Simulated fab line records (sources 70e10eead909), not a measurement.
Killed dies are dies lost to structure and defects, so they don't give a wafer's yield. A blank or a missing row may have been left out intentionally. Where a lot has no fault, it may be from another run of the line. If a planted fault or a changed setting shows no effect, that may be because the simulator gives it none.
Matching of chambers    flow nand harc    NHARC_THIN_TSV_DEP_43 on pecvd-01: 3 sister chambers
The step deposits SiO2, target thk 1328.5 nm. 3 wafers are shown with their chamber, then 7 later ones without.

== WAFERS WITH THEIR CHAMBER ==
wafer   chamber  throttle valve pct (%)
L080.2  0        16.4
L089.3  2        15.7
L089.5  1        15.6

== WAFERS MISSING THEIR CHAMBER ==
wafer   throttle valve pct (%)
L089.6  15.9
L092.1  15.5
L092.4  15.7
L092.6  16.3
L093.1  15.6
L093.2  15.7
L093.6  16.5

== EACH ONE'S CHAMBER ==
wafer   from the rows above      in truth
L089.6  can't be placed: 2 or 1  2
L092.1  can't be placed: 1 or 2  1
L092.4  can't be placed: 2 or 1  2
L092.6  0                        0
L093.1  can't be placed: 1 or 2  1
L093.2  can't be placed: 2 or 1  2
L093.6  0                        0
Placed correctly: 2 of 7. Cannot be placed on the basis of these rows: 5; the candidates contain the true chamber in 5. Wrongly placed: 0.
How it was worked out, from the rows above alone: a wafer's distance from a chamber is the root of the sum, over the readings, of the square of ((its reading less the chamber's mean) divided by the reading's scatter). If the next closest chamber is less than 2 further off than the closest, the wafer can't be placed; otherwise it belongs to the closest. For every chamber, the mean is computed from those of its wafers that are shown. The scatter: root of mean squared gap, hidden wafer to nearest shown wafer, with one shown wafer a chamber.
